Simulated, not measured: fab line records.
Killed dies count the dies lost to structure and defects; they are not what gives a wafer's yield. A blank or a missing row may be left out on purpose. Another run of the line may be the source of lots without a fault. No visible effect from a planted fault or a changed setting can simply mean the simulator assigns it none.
fab line records	flow nand-harc
[record] lots = 13	wafers = 36	last-day = 32
route steps=1302 shown A_WL_FILL@956 A_M1@1195 A_BONDPAD@1220 THIN_TSV@1245 END@1302
lots that met no fault: taken from a fault-free run of the same line
start-h: hours from the record's opening day to when the first of the lot's shown wafers began	wait-h: hours elapsed since this lot's preceding step	" as in the row above	L1.1+2: a row that stands for several wafers	- no value, or no start given	* or withheld: withheld	< > ~ a bound
route shown NAME@n: NAME is a module with steps in the file, n the number in the route of the first one	usual: average and standard deviation across the fault-free wafers	same: alike in all rows	chamber/n: place in a boat	sites: each site's reading	_std_site: how widely they spread, as a standard deviation	_edge_site: the outer-site mean with the inner-site mean subtracted	radius-mm: for every site, how far away it sits from the centre of the wafer	mask NAME#n: copy n	behind: tool/chamber where the wafer was last shaped	hold: what put the lot on hold/how long, in hours/how the hold closed	device: which transistor (n, p or np) failed to switch	end of line: the route-end tests of the same wafers	for a step that has no rows: nothing shown but its recipe	killed: count of dies lost to structure and defects at first sort (not the wafer's yield)	map: the dies of a wafer, with x for killed, . for not killed, _ for no die there
set.NAME: the setting as run; set.NAME@STEP: as run at that earlier step	model.NAME: the simulator's own value behind a step, which no gauge read
the route's steps for a sample of lots (tables are steps, rows are wafers)
services: from which hour (start-h, from the record's first day; less than 0 if before it) a tool's chamber was out of use, for how many hours, and why
[[steps]]
[step NHARC_A_WL_FILL_CVD_03]
[recipe] target-thk-a = 400	temp-c = 300	pressure-torr = 40	wf6-flow-sccm = 40	h2-flow-sccm = 1600	ar-flow-sccm = 1560	time-s = 279	material = W
[usual] heater-power-w = 440/41	throttle-valve-pct = 7.74/0.26
lot.wafer	tool	chamber	start-h	wait-h	heater-power-w	throttle-valve-pct
L236.1	cvd-w-02	1	474.74	0.1	399	7.64
L236.3	"	1	"	"	410	7.82
L236.5	"	0	"	"	492	7.55
L241.1	cvd-w-02	0	502.13	0.1	494	7.61
L241.4	"	1	"	"	398	8.02
L241.5	"	0	"	"	500	7.54
L242.2	cvd-w-02	1	527.88	0.1	403	7.84
L242.4	"	0	"	"	485	7.56
L242.6	"	1	"	"	403	7.63
L244.3	cvd-w-01	0	542.81	0.2	460	7.23
L244.5	"	1	"	"	411	7.72
L244.6	"	0	"	"	484	7.39
L245.1	cvd-w-02	1	546.08	0.1	404	7.55
L245.2	"	1	"	"	400	7.74
L245.3	"	1	"	"	406	7.95
L247.4	cvd-w-02	1	574.21	0.2	399	7.79
L247.6	"	0	"	"	490	7.44
L247.5	"	1	"	"	396	7.75
L249.2	cvd-w-02	1	600.78	0.1	394	7.77
L249.3	"	0	"	"	482	7.57
L249.6	"	1	"	"	401	7.79
L250.4	cvd-w-02	1	611.52	0.2	391	8.32
L250.3	"	0	"	"	499	7.55
L250.6	"	0	"	"	502	7.63
L251.3	cvd-w-01	1	614.40	0.2	417	7.78
L251.4	"	0	"	"	487	7.48
L251.5	"	1	"	"	419	7.77
L252.2	cvd-w-01	1	635.32	1.5	412	8.02
L252.3	"	1	"	"	411	8.20
L252.6	"	1	"	"	419	8.08
L254.3	cvd-w-01	1	643.51	0.3	417	8.27
L254.4	"	1	"	"	412	7.97
L255.3	cvd-w-01	1	644.13	0.7	420	7.95
L255.4	"	1	"	"	414	8.03
L257.2	cvd-w-01	1	678.58	0.1	419	7.89
L257.4	"	0	"	"	496	7.14
[step NHARC_A_M1_CMP_23]
[recipe] t-overpolish-s = 20	target-thk-nm = 154.34
[usual] motor-current-A = 11.9/1	time-to-endpoint-s = 28.6/2.5
lot.wafer	tool	chamber	start-h	wait-h	motor-current-A	time-to-endpoint-s
L236.1	cmp-02	0	539.66	-	12.5	28.1
L236.3	"	2	"	"	12.7	30.7
L236.5	"	1	"	"	12.0	28.6
L241.1	cmp-02	0	567.62	-	12.6	27.6
L241.4	"	2	"	"	12.6	32.6
L241.5	"	3	"	"	10.9	27.5
L242.2	cmp-04	1	590.46	-	9.8	28.9
L242.4	"	2	"	"	12.6	27.0
L242.6	"	1	"	"	10.2	26.2
L244.3	cmp-03	3	605.08	-	13.0	27.4
L244.6	"	0	"	"	10.9	27.8
L244.5	"	1	"	"	11.5	23.8
L245.3	cmp-03	2	614.65	-	12.2	29.3
L245.1	"	3	"	"	12.0	28.9
L245.2	"	0	"	"	10.1	25.1
L247.4	cmp-02	3	639.81	-	10.4	25.5
L247.5	"	3	"	"	10.5	27.0
L247.6	"	0	"	"	13.2	26.1
L249.3	cmp-02	2	664.95	-	12.6	33.5
L249.2	"	1	"	"	11.0	27.0
L249.6	"	3	"	"	10.9	30.1
L250.4	cmp-03	0	671.06	-	10.5	28.7
L250.3	"	1	"	"	12.2	28.1
L250.6	"	2	"	"	12.9	30.6
L251.4	cmp-04	1	679.58	-	9.8	27.6
L251.3	"	2	"	"	12.5	28.2
L251.5	"	1	"	"	10.1	27.1
L252.2	cmp-02	2	700.22	-	12.7	32.3
L252.3	"	3	"	"	10.3	28.7
L252.6	"	3	"	"	10.7	26.6
L254.3	cmp-02	2	707.30	-	13.7	30.8
L254.4	"	3	"	"	10.7	28.2
L255.4	cmp-04	0	709.33	-	12.2	29.1
L255.3	"	1	"	"	9.7	29.3
L257.4	cmp-04	2	741.28	-	13.0	25.3
L257.2	"	3	"	"	11.1	31.7
[step NHARC_A_BONDPAD_ETCH_12]
[recipe] target-depth-a = 2200	time-s = 110	chf3-flow-sccm = 50	o2-flow-sccm = 10	ar-flow-sccm = 200	rf-w = 500	bias-w = 200	chemistry = CHF3/O2
[usual] chamber-pressure-mTorr = 25.002/0.022	chf3-flow-sccm = 50.01/0.14	drypump-motor-current-A = 5.7/0.43	o2-flow-sccm = 10.00/0.032	oes-product-au = 0.930/0.019	rf-vpp-V = 372.0/2.4	showerhead-plenum-p-Torr = 2.46/0.11	throttle-valve-pct = 20.572/0.0092
lot.wafer	tool	chamber	start-h	wait-h	chamber-pressure-mTorr	chf3-flow-sccm	drypump-motor-current-A	o2-flow-sccm	oes-product-au	rf-hours-counter-h	rf-vpp-V	showerhead-plenum-p-Torr	throttle-valve-pct
L236.1	rie-diel-06	3	-	-	24.972	50.25	6.0	9.95	0.906	1	373.8	2.56	20.571
L236.3	"	1	"	"	25.013	49.99	5.8	10.00	0.916	1	369.0	2.34	20.570
L236.5	"	3	"	"	24.999	50.14	6.0	9.97	0.920	-	374.0	2.56	20.565
L241.1	rie-diel-04	1	-	-	25.035	50.04	6.1	9.95	0.926	5	373.7	2.57	20.579
L241.4	"	3	"	"	25.020	50.12	6.1	9.93	0.922	5	373.9	2.52	20.554
L241.5	"	1	"	"	24.977	49.96	6.0	9.94	0.932	-	375.8	2.57	20.583
L242.4	rie-diel-04	0	-	-	24.995	50.07	5.3	9.98	0.936	15	369.0	2.33	20.587
L242.2	"	2	"	"	24.996	49.97	6.3	10.03	0.918	14	375.2	2.57	20.572
L242.6	"	0	"	"	25.022	50.12	5.3	9.98	0.937	-	369.6	2.33	20.562
L244.3	rie-diel-06	2	-	-	24.978	50.10	4.9	9.98	0.913	3	375.7	2.57	20.583
L244.6	"	3	"	"	25.002	49.98	6.0	10.02	0.919	-	373.7	2.56	20.566
L244.5	"	0	"	"	24.959	50.18	5.8	9.99	0.913	-	371.9	2.46	20.585
L245.1	rie-diel-04	2	-	-	25.021	49.85	6.3	10.02	0.920	25	373.8	2.56	20.558
L245.2	"	3	"	"	25.033	49.81	6.1	10.01	0.931	22	375.0	2.51	20.569
L245.3	"	0	"	"	24.999	50.23	5.3	10.05	0.942	23	369.1	2.33	20.570
L247.4	rie-diel-06	0	-	-	25.008	50.17	5.8	10.04	0.919	4	372.7	2.47	20.582
L247.5	"	2	"	"	25.033	50.16	4.8	9.98	0.941	-	375.0	2.57	20.584
L247.6	"	3	"	"	24.989	49.90	6.0	9.98	0.942	-	372.6	2.56	20.583
L249.2	rie-diel-08	3	667.82	0.1	24.972	50.09	5.8	10.02	0.927	17	366.5	2.25	20.566
L249.3	"	3	"	"	24.991	50.11	5.8	10.00	0.937	-	368.3	2.25	20.561
L249.6	"	3	"	"	24.989	49.87	5.8	10.05	0.927	-	367.1	2.25	20.560
L250.4	rie-diel-06	2	-	-	24.997	50.18	4.9	10.00	0.968	0	373.8	2.57	20.577
L250.3	"	1	"	"	25.005	50.01	5.8	9.99	0.962	0	371.8	2.34	20.570
L250.6	"	2	"	"	25.009	49.88	4.8	10.00	0.967	-	373.4	2.57	20.588
L251.4	rie-diel-06	3	-	-	25.041	49.75	6.0	10.00	0.979	0	373.5	2.56	20.567
L251.3	"	0	"	"	24.988	50.13	5.8	10.01	0.962	0	372.1	2.46	20.571
L251.5	"	3	"	"	25.050	49.92	6.0	10.00	0.977	-	373.7	2.56	20.561
L252.2	rie-diel-08	2	-	-	25.014	50.07	5.3	10.03	0.923	26	369.3	2.38	20.579
L252.3	"	3	"	"	25.017	49.97	5.8	9.97	0.935	26	367.9	2.25	20.586
L252.6	"	2	"	"	24.966	49.84	5.3	10.03	0.922	-	369.9	2.38	20.576
L254.4	rie-diel-06	1	-	-	25.011	49.83	5.8	10.04	0.957	1	370.5	2.34	20.564
L254.3	"	2	"	"	24.980	50.13	4.8	10.00	0.982	1	374.2	2.57	20.572
L255.3	rie-diel-08	1	-	-	24.992	49.97	5.9	10.02	0.918	23	369.3	2.34	20.578
L255.4	"	2	"	"	25.026	50.13	5.3	9.97	0.919	28	371.1	2.38	20.574
L257.2	rie-diel-06	1	-	-	25.020	50.24	5.8	10.05	0.919	2	370.2	2.34	20.577
L257.4	"	3	"	"	25.007	50.13	6.0	9.97	0.917	-	373.6	2.56	20.573
[step NHARC_THIN_TSV_CMP_01]
[recipe] target-thk-um = 3
[usual] motor-current-A = 11.9/1.1
lot.wafer	tool	chamber	start-h	wait-h	motor-current-A
L236.3	cmp-03	1	556.18	0.6	11.8
L236.1	"	2	"	"	12.7
L236.5	"	1	"	"	11.7
L241.4	cmp-03	0	584.12	0.4	10.9
L241.1	"	3	"	"	12.2
L241.5	"	0	"	"	10.5
L242.2	cmp-01	3	607.06	0.8	11.8
L242.4	"	1	"	"	14.3
L242.6	"	3	"	"	11.3
L244.3	cmp-01	0	621.46	0.6	11.3
L244.5	"	3	"	"	11.9
L244.6	"	0	"	"	11.0
L245.3	cmp-03	2	632.33	0.7	12.9
L245.1	"	3	"	"	12.6
L245.2	"	0	"	"	11.1
L247.4	cmp-03	0	658.63	0.5	11.4
L247.5	"	2	"	"	12.7
L247.6	"	3	"	"	12.0
L249.3	cmp-04	1	683.07	0.7	9.8
L249.2	"	2	"	"	13.0
L249.6	"	0	"	"	12.2
L250.3	cmp-04	2	687.34	0.6	12.4
L250.4	"	0	"	"	12.1
L250.6	"	3	"	"	11.6
L251.3	cmp-03	1	695.62	0.6	11.6
L251.4	"	3	"	"	11.9
L251.5	"	2	"	"	11.7
L252.2	cmp-03	3	717.54	0.9	11.9
L252.3	"	0	"	"	10.9
L252.6	"	2	"	"	13.3
L254.3	cmp-01	0	724.05	0.6	11.8
L254.4	"	1	"	"	14.7
L255.3	cmp-01	1	725.25	0.6	14.4
L255.4	"	3	"	"	11.4
L257.4	cmp-04	0	757.21	0.5	12.4
L257.2	"	1	"	"	10.3
[step NHARC_END_SORT_01]
[recipe] temp-c = 25
[usual] killed-at-array = 56/19	killed-at-other = 1.0/1.3	killed-at-periphery = 3.8/2.2	killed-dies = 61/19	killed-open = 3.1/1.9	killed-short = 2.3/1.5
[same] gross-dies = 677
lot.wafer	tool	chamber	start-h	wait-h	killed-at-array	killed-at-other	killed-at-periphery	killed-dies	killed-open	killed-short
L254.3	prober-02	0	744.45	3.1	30	1	2	33	4	0
L254.4	prober-02	0	745.26	3.4	180	0	2	182	1	0
L255.3	prober-01	0	749.84	3.1	96	2	4	102	2	1
L255.4	prober-01	0	750.65	3.4	245	0	3	248	2	1
L257.2	prober-02	0	773.31	2.8	315	1	0	316	2	2
L257.4	prober-02	0	774.90	3.4	367	0	1	368	9	2
// killed by level:class
L254.3 A_CHANNEL_HOLE_D1:chamber-film-flake=17 A_SLIT:chamber-film-flake=3 A_CHANNEL_HOLE_D2:chamber-film-flake=2 A_STAIRCASE:chamber-film-flake=2 P_M0:geometric-particle:open=1 A_ONON_D1:geometric-particle:open=1 A_CHANNEL_FILL_D2:geometric-particle:open=1 A_CONTACT:geometric-particle:open=1
L254.4 A_WL_FILL:area-cvd=148 A_CHANNEL_HOLE_D1:chamber-film-flake=13 A_SLIT:chamber-film-flake=8 A_STAIRCASE:chamber-film-flake=4 A_ZERO_WELL:chamber-film-flake=2 A_CONTACT:chamber-film-flake=2 A_CHANNEL_FILL_D2:geometric-particle:open=1 P_GATE:chamber-film-flake=1
L255.3 A_SLIT:chamber-film-flake=34 A_CHANNEL_HOLE_D1:chamber-film-flake=26 A_CHANNEL_HOLE_D2:chamber-film-flake=24 A_CONTACT:chamber-film-flake=6 P_ZERO_WELL:chamber-film-flake=3 A_DECK1_JOINT:chamber-film-flake=2 THIN_TSV:chamber-film-flake=2 P_M2:geometric-particle:open=1
L255.4 A_WL_FILL:area-cvd=170 A_CHANNEL_HOLE_D1:chamber-film-flake=28 A_SLIT:chamber-film-flake=24 A_CHANNEL_HOLE_D2:chamber-film-flake=16 P_ZERO_WELL:chamber-film-flake=3 A_STAIRCASE:chamber-film-flake=2 A_DECK1_JOINT:geometric-particle:open=1 A_ONON_D2:geometric-particle:open=1
L257.2 A_WL_FILL:area-cvd=263 A_SLIT:chamber-film-flake=23 A_CHANNEL_HOLE_D1:chamber-film-flake=13 A_CONTACT:chamber-film-flake=5 A_CHANNEL_FILL_D1:chamber-film-flake=3 A_SOURCE_PLATE:geometric-particle:open=1 A_DECK1_JOINT:geometric-particle:open=1 A_SGD_CUT:geometric-particle:short=1
L257.4 A_WL_FILL:area-cvd=289 A_SLIT:chamber-film-flake=35 A_CHANNEL_HOLE_D1:chamber-film-flake=22 A_CONTACT:chamber-film-flake=4 A_M0:geometric-particle:open=2 A_ZERO_WELL:chamber-film-flake=2 A_ONON_D1:geometric-particle:open=1 A_CHANNEL_FILL_D1:geometric-particle:short=1
[[services]]
tool	chamber	start-h	hours	kind
rie-diel-06	-	484.20	9.0	pm
cmp-04	-	485.11	3.2	repair
cmp-04	-	491.74	1.0	repair
cmp-03	-	492.13	4.0	pm
cmp-04	-	503.00	4.0	pm
cmp-03	-	508.54	12.7	repair
cmp-04	-	515.78	0.2	repair
rie-diel-06	0	523.21	4.6	repair
cvd-w-02	0	536.92	12.9	repair
cmp-04	-	555.90	2.0	repair
cmp-03	-	590.13	4.0	pm
rie-diel-06	3	597.05	6.7	repair
cmp-03	-	601.53	1.5	repair
cmp-03	-	621.92	1.1	repair
cmp-03	-	628.73	0.5	repair
cvd-w-02	-	631.00	13.0	pm
cmp-03	-	635.24	3.2	repair
cmp-03	-	639.10	1.8	repair
rie-diel-06	-	661.20	9.0	pm
rie-diel-06	1	684.15	13.3	repair
cmp-03	-	688.13	4.0	pm
rie-diel-06	3	715.84	15.2	repair
rie-diel-06	2	740.59	9.6	repair
cmp-03	-	749.94	0.4	repair
[[key]]
[first-sign] step = NHARC_END_SORT_01	reading = killed-at-array	direction = up	sigmas = 12	usual = 56	struck = 277
[effect] step = NHARC_END_SORT_01	reading = killed-dies	direction = up	sigmas = 12	usual = 61	struck = 278
[more-kills-born-at] NHARC_A_WL_FILL_CVD_03@cvd-w-01 = 870
met-at NHARC_A_WL_FILL_CVD_03
struck-lots L254,L255,L257
struck-wafers L254.4,L255.4,L257.2,L257.4
tester-left-out L254,L255,L257
not-acting-at NHARC_A_M1_CMP_23,NHARC_A_BONDPAD_ETCH_12,NHARC_THIN_TSV_CMP_01
[fault] kind = process-parameter-drift	tool = cvd-w-01	chamber = -	onset-h = 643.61	steps = NHARC_A_WL_FILL_CVD_03	channel = target-thk-a	offset = *	shape = step	end-h = 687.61	scope = struck-wafers-only	acts-in = *	stated = *
// tester-left-out: of these lots the tester's yield and bins aren't shown, on N5 and GAA mostly nor the transistor test; their killed dies are dies lost to structure and defects alone, not to doping, threshold or leakage, so they don't give the yield
